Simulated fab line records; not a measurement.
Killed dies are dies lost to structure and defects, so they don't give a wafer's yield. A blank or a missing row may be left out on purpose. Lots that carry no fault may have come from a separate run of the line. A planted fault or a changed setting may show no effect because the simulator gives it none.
fab line records    flow nandHarc
[record] lots = 13  wafers = 39  lastDay = 32
route steps=1302 shown A_CHANNEL_HOLE_D1@472 A_CHANNEL_FILL_D1@494 END@1302
lots with no fault: from the same line, run without faults
startH: the number of hours between the record's first day and the start of the first shown wafer of the lot    waitH: hours since the lot's step before    " the same as in the row above    L1.1+2: several wafers, shown together as one row    - no value present, or no start provided    * or withheld: withheld    < > ~ a bound
route shown NAME@n: NAME is a module with steps in the file, n the number in the route of the first one    usual: mean/standard deviation taken from wafers without a fault    same: alike in all rows    chamber/n: place in a boat    sites: the reading at each site    _std_site: how widely they spread, as a standard deviation    _edge_site: outer sites' mean less inner sites'    radiusMm: how far each site lies from the wafer's centre    mask NAME#n: copy n    behind: the tool/chamber that last shaped the wafer    hold: reason for holding the lot/hours on hold/outcome of the hold    device: transistor that didn't switch, given as n, p or np    end of line: tests of these same wafers at the route's end    for a step that has no rows: nothing shown but its recipe    killed: not the wafer's yield, but the dies lost to structure and defects at the first sort    map: a wafer's dies, marking killed ones x, the rest . and places with no die _
set.NAME: setting as actually run; set.NAME@STEP: the setting as run at that earlier step    model.NAME: the simulator's own value behind a step, which no gauge read
a sample of lots followed through the steps of the route, with each step as a table and each wafer as a row
services: a tool's chamber out of use, with start hour (startH, from the record's first day; less than 0 if before it), hours out, and reason
[[steps]]
[step NHARC_A_CHANNEL_HOLE_D1_ETCH_20]
[recipe] biasV = 3000  sourceW = withheld  pressureMtorr = 20  timeS = 361.9  arFlowSccm = 375  c4f8FlowSccm = 89.3  o2FlowSccm = 35.7  tempC = -20  targetDepthA = 16000  chemistry = C4F8/O2/Ar
[usual] drypumpMotorCurrentA = 5.49/0.24  showerheadPlenumPTorr = 3.70/0.055  throttleValvePct = 32.154/0.009
lot.wafer  tool        chamber  startH  waitH  drypumpMotorCurrentA  rfHoursCounterH  showerheadPlenumPTorr  throttleValvePct
L507.1     harEtch-02  0        178.26  0.1    5.78                  287              3.64                   32.150
L507.2     "           1        "       "      5.05                  287              3.77                   32.154
L507.6     "           0        "       "      5.76                  -                3.64                   32.149
L508.1     harEtch-01  0        196.51  0.1    5.65                  96               3.73                   32.167
L508.4     "           1        "       "      5.49                  -                3.73                   32.154
L508.5     "           0        "       "      5.64                  -                3.73                   32.160
L509.1     harEtch-02  1        198.05  0.1    5.08                  298              3.76                   32.171
L509.4     "           1        "       "      5.06                  -                3.77                   32.160
L509.5     "           0        "       "      5.75                  -                3.63                   32.155
L511.2     harEtch-01  0        220.70  0.1    5.64                  111              3.72                   32.168
L511.1     "           1        "       "      5.49                  111              3.72                   32.150
L511.6     "           0        "       "      5.65                  -                3.72                   32.159
L516.3     harEtch-01  1        271.28  0.2    5.50                  -                3.71                   32.158
L516.4     "           0        "       "      5.65                  -                3.70                   32.151
L516.6     "           0        "       "      5.63                  -                3.71                   32.144
L517.1     harEtch-02  1        290.56  0.2    5.04                  355              3.73                   32.150
L517.4     "           1        "       "      5.05                  -                3.73                   32.143
L517.5     "           1        "       "      5.06                  -                3.73                   32.127
L520.2     harEtch-02  1        303.88  0.1    5.06                  363              3.73                   32.154
L520.1     "           0        "       "      5.77                  348              3.60                   32.154
L520.3     "           0        "       "      5.76                  -                3.60                   32.152
L525.2     harEtch-01  0        359.84  0.1    5.67                  199              3.67                   32.142
L525.4     "           0        "       "      5.65                  -                3.67                   32.167
L525.6     "           0        "       "      5.65                  -                3.67                   32.155
L526.2     harEtch-02  1        367.59  0.1    5.06                  401              3.71                   32.151
L526.1     "           0        "       "      5.75                  386              3.58                   32.165
L526.5     "           0        "       "      5.76                  -                3.58                   32.143
L527.1     harEtch-01  0        381.86  0.1    5.63                  211              3.67                   32.154
L527.2     "           1        "       "      5.49                  211              3.67                   32.157
L527.3     "           0        "       "      5.64                  -                3.67                   32.152
L528.1     harEtch-01  1        393.88  0.1    5.49                  222              3.66                   32.138
L528.2     "           0        "       "      5.64                  222              3.66                   32.151
L528.6     "           1        "       "      5.49                  -                3.66                   32.167
L529.1     harEtch-02  0        400.98  0.1    5.76                  4                3.93                   32.144
L529.4     "           1        "       "      5.07                  -                3.70                   32.146
L529.6     "           0        "       "      5.76                  -                3.93                   32.138
L530.1     harEtch-01  0        409.85  0.1    5.65                  237              3.65                   32.159
L530.3     "           1        "       "      5.49                  -                3.65                   32.157
L530.5     "           1        "       "      5.48                  -                3.65                   32.158
[step NHARC_A_CHANNEL_HOLE_D1_ETCH_33]
[recipe] biasV = 400  sourceW = 2000  pressureMtorr = 25  timeS = 90  arFlowSccm = 375  c4f8FlowSccm = 41.7  o2FlowSccm = 83.3  tempC = -20  targetDepthA = 4000  chemistry = C4F8/O2/Ar
[usual] drypumpMotorCurrentA = 5.49/0.24  showerheadPlenumPTorr = 3.73/0.056  throttleValvePct = 27.620/0.0081
lot.wafer  tool        chamber  startH  waitH  drypumpMotorCurrentA  rfHoursCounterH  showerheadPlenumPTorr  throttleValvePct
L507.1     harEtch-02  0        182.13  0.2    5.76                  290              3.67                   27.613
L507.2     "           1        "       "      5.05                  290              3.81                   27.615
L507.6     "           0        "       "      5.77                  -                3.67                   27.615
L508.1     harEtch-01  0        200.36  0.2    5.64                  100              3.77                   27.622
L508.4     "           1        "       "      5.49                  -                3.77                   27.621
L508.5     "           0        "       "      5.64                  -                3.77                   27.611
L509.1     harEtch-02  1        201.89  0.2    5.07                  302              3.80                   27.609
L509.4     "           1        "       "      5.06                  -                3.81                   27.627
L509.5     "           0        "       "      5.79                  -                3.67                   27.623
L511.2     harEtch-01  0        224.55  0.2    5.64                  115              3.76                   27.618
L511.1     "           1        "       "      5.51                  115              3.76                   27.625
L511.6     "           0        "       "      5.65                  -                3.76                   27.626
L516.3     harEtch-01  1        275.07  0.2    5.48                  -                3.74                   27.622
L516.4     "           0        "       "      5.65                  -                3.74                   27.600
L516.6     "           0        "       "      5.65                  -                3.74                   27.604
L517.1     harEtch-02  1        298.26  0.3    5.05                  363              3.77                   27.627
L517.4     "           1        "       "      5.07                  -                3.77                   27.616
L517.5     "           1        "       "      5.05                  -                3.77                   27.616
L520.2     harEtch-02  1        307.73  0.2    5.05                  367              3.77                   27.627
L520.1     "           0        "       "      5.75                  352              3.64                   27.625
L520.3     "           0        "       "      5.77                  -                3.64                   27.623
L525.2     harEtch-01  0        363.71  0.2    5.64                  203              3.71                   27.610
L525.4     "           0        "       "      5.63                  -                3.71                   27.611
L525.6     "           0        "       "      5.64                  -                3.71                   27.616
L526.2     harEtch-02  1        371.45  0.2    5.07                  405              3.75                   27.625
L526.1     "           0        "       "      5.76                  390              3.62                   27.625
L526.5     "           0        "       "      5.76                  -                3.62                   27.617
L527.1     harEtch-01  0        385.68  0.2    5.65                  214              3.70                   27.626
L527.2     "           1        "       "      5.48                  214              3.71                   27.613
L527.3     "           0        "       "      5.66                  -                3.70                   27.625
L528.1     harEtch-01  1        397.75  0.2    5.48                  226              3.70                   27.615
L528.2     "           0        "       "      5.66                  226              3.70                   27.612
L528.6     "           1        "       "      5.47                  -                3.70                   27.601
L529.1     harEtch-02  0        404.85  0.2    5.76                  7                3.98                   27.618
L529.4     "           1        "       "      5.06                  -                3.74                   27.613
L529.6     "           0        "       "      5.77                  -                3.98                   27.628
L530.1     harEtch-01  0        413.70  0.2    5.63                  241              3.69                   27.617
L530.3     "           1        "       "      5.49                  -                3.69                   27.616
L530.5     "           1        "       "      5.49                  -                3.69                   27.607
[step NHARC_A_CHANNEL_HOLE_D1_CD_MEAS_30]
[usual] cdNm = 89.4/1.5
lot.wafer  tool      chamber  startH  waitH  cdNm
L507.1     cdSem-03  -        183.67  -      90.1
L507.2     "         -        "       "      90.9
L507.6     "         -        "       "      91.3
L508.1     cdSem-03  -        201.89  -      91.0
L508.4     "         -        "       "      90.5
L508.5     "         -        "       "      89.2
L509.1     cdSem-01  -        203.40  -      89.3
L509.4     "         -        "       "      89.3
L509.5     "         -        "       "      89.0
L511.1     cdSem-03  -        226.09  -      88.8
L511.2     "         -        "       "      88.5
L511.6     "         -        "       "      87.8
L516.3     cdSem-03  -        276.77  -      88.8
L516.4     "         -        "       "      88.4
L516.6     "         -        "       "      90.0
L517.1     cdSem-03  -        300.00  -      87.3
L517.4     "         -        "       "      88.8
L517.5     "         -        "       "      92.5
L520.1     cdSem-03  -        309.28  -      89.4
L520.2     "         -        "       "      90.0
L520.3     "         -        "       "      89.8
L525.2     cdSem-03  -        365.25  -      90.9
L525.4     "         -        "       "      90.0
L525.6     "         -        "       "      89.3
L526.1     cdSem-01  -        373.00  -      89.5
L526.2     "         -        "       "      90.1
L526.5     "         -        "       "      89.4
L527.1     cdSem-02  -        387.27  -      89.3
L527.2     "         -        "       "      87.2
L527.3     "         -        "       "      89.6
L528.1     cdSem-03  -        399.30  -      93.5
L528.2     "         -        "       "      89.2
L528.6     "         -        "       "      93.5
L529.1     cdSem-03  -        406.38  -      88.5
L529.4     "         -        "       "      87.7
L529.6     "         -        "       "      88.6
L530.1     cdSem-02  -        415.70  -      89.8
L530.3     "         -        "       "      91.3
L530.5     "         -        "       "      92.6
[step NHARC_A_CHANNEL_FILL_D1_ALD_14]
[recipe] targetThkA = 25  pulseTimeS = 10  aldCycles = 25  tempC = 300  material = SiO2
[usual] aldCycles = 25/0  heaterPowerW = 492/47  precursorPulseHeightRel = 1.000/0.02
lot.wafer  tool      chamber  startH  waitH  aldCycles  heaterPowerW  precursorPulseHeightRel
L507.1     aldHk-02  0        191.13  0.1    25         466           0.974
L507.2     "         2        "       "      25         526           0.966
L507.6     "         3        "       "      25         463           0.991
L509.1     aldHk-02  1        209.29  0.0    25         445           0.983
L509.4     "         2        "       "      25         543           1.028
L509.5     "         2        "       "      25         539           1.039
L508.4     aldHk-04  2        209.34  0.1    25         480           1.042
L508.1     "         3        "       "      25         488           0.994
L508.5     "         2        "       "      25         482           0.987
L511.1     aldHk-03  1        233.63  0.1    25         564           0.964
L511.2     "         2        "       "      25         476           1.034
L511.6     "         3        "       "      25         572           1.000
L516.4     aldHk-04  3        284.25  0.1    25         493           0.972
L516.3     "         1        "       "      28         415           0.991
L516.6     "         3        "       "      25         480           1.024
L517.1     aldHk-03  0        307.57  0.3    25         530           1.045
L517.4     "         1        "       "      25         557           0.994
L517.5     "         0        "       "      25         534           1.003
L520.1     aldHk-04  1        316.37  0.0    28         413           1.012
L520.2     "         2        "       "      25         464           0.983
L520.3     "         3        "       "      28         489           0.999
L525.4     aldHk-04  2        372.71  0.1    25         490           0.981
L525.2     "         3        "       "      25         491           1.010
L525.6     "         0        "       "      25         473           1.002
L526.2     aldHk-04  3        380.43  0.0    25         489           1.008
L526.1     "         0        "       "      25         483           0.987
L526.5     "         0        "       "      25         478           0.995
L527.2     aldHk-02  2        394.82  0.1    25         552           1.006
L527.1     "         3        "       "      25         462           1.029
L527.3     "         0        "       "      25         450           1.034
L528.1     aldHk-02  2        406.73  0.1    25         563           1.003
L528.2     "         3        "       "      25         455           1.020
L528.6     "         1        "       "      25         455           0.996
L529.1     aldHk-04  3        414.67  0.9    25         486           1.034
L529.4     "         0        "       "      25         490           1.004
L529.6     "         3        "       "      25         488           0.971
L530.1     aldHk-04  1        423.42  0.0    25         420           1.008
L530.3     "         3        "       "      25         475           0.976
L530.5     "         1        "       "      25         415           0.983
[step NHARC_END_SORT_01]
[recipe] tempC = 25
[usual] killedAtArray = 56/19  killedAtOther = 0.6/1  killedAtPeriphery = 3.9/2.7  killedDies = 61/19  killedOpen = 3.3/1.9  killedShort = 2.4/1.7
[same] grossDies = 677
lot.wafer  tool       chamber  startH  waitH  killedAtArray  killedAtOther  killedAtPeriphery  killedDies  killedOpen  killedShort
L516.3     prober-01  0        654.64  3.1    33             0              2                  35          4           3
// killed by level:class
L516.3 A_CHANNEL_HOLE_D2:chamberFilmFlake=15 A_CHANNEL_HOLE_D1:chamberFilmFlake=7 P_CONTACT:geometricParticle:open=2 A_CHANNEL_FILL_D2:chamberFilmFlake=2 A_STAIRCASE:chamberFilmFlake=2 A_CHANNEL_HOLE_D1:geometricParticle:open=1 A_CHANNEL_HOLE_D1:geometricParticle:short=1 A_CHANNEL_FILL_D1:geometricParticle:short=1
[[services]]
tool        chamber  startH  hours  kind
aldHk-02    -        170.64  10.0   pm
aldHk-03    -        212.68  10.0   pm
aldHk-02    -        226.96  0.2    repair
aldHk-02    -        234.62  0.8    repair
aldHk-04    0        255.54  10.0   ventCycle
aldHk-04    2        255.54  10.0   ventCycle
aldHk-04    3        255.54  10.0   ventCycle
aldHk-04    0        265.54  -      clean
aldHk-04    1        265.54  -      clean
aldHk-04    2        265.54  -      clean
aldHk-04    3        265.54  -      clean
harEtch-02  0        281.11  -      consumableReplace:focusRing
harEtch-02  0        281.11  17.0   scheduledDown
harEtch-02  0        281.11  17.0   ventCycle
aldHk-02    -        302.21  1.1    repair
aldHk-04    -        374.28  0.5    repair
harEtch-02  -        377.00  17.0   pm
harEtch-02  0        377.00  17.0   ventCycle
harEtch-02  1        377.00  17.0   ventCycle
harEtch-02  0        394.00  -      clean
harEtch-02  0        394.00  -      consumableReplace:showerhead
harEtch-02  1        394.00  -      clean
harEtch-02  1        394.00  -      consumableReplace:esc
harEtch-02  1        394.00  -      consumableReplace:focusRing
[[key]]
[firstSign] step = NHARC_A_CHANNEL_FILL_D1_ALD_14  reading = aldCycles  direction = up  sigmas = 99+  usual = 25  struck = 28
effect none on later readings
metAt NHARC_A_CHANNEL_FILL_D1_ALD_14
struckLots L516,L520
struckWafers L516.3,L520.1,L520.3
testerLeftOut L516,L520
notActingAt NHARC_A_CHANNEL_HOLE_D1_ETCH_20,NHARC_A_CHANNEL_HOLE_D1_ETCH_33,NHARC_A_CHANNEL_HOLE_D1_CD_MEAS_30
onsetBetween 209.34 284.25
[fault] kind = processParameterDrift  tool = aldHk-04  chamber = -  onsetH = 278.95  steps = NHARC_A_CHANNEL_FILL_D1_ALD_14  channel = aldCycles  offset = 3  shape = step  endH = 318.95  scope = struckWafersOnly  actsIn = theseRecipesOnly  stated = 25
// testerLeftOut: of these lots the tester's yield and bins aren't shown, on N5 and GAA mostly nor the transistor test; their killed dies are dies lost to structure and defects alone, not to doping, threshold or leakage, so they don't give the yield
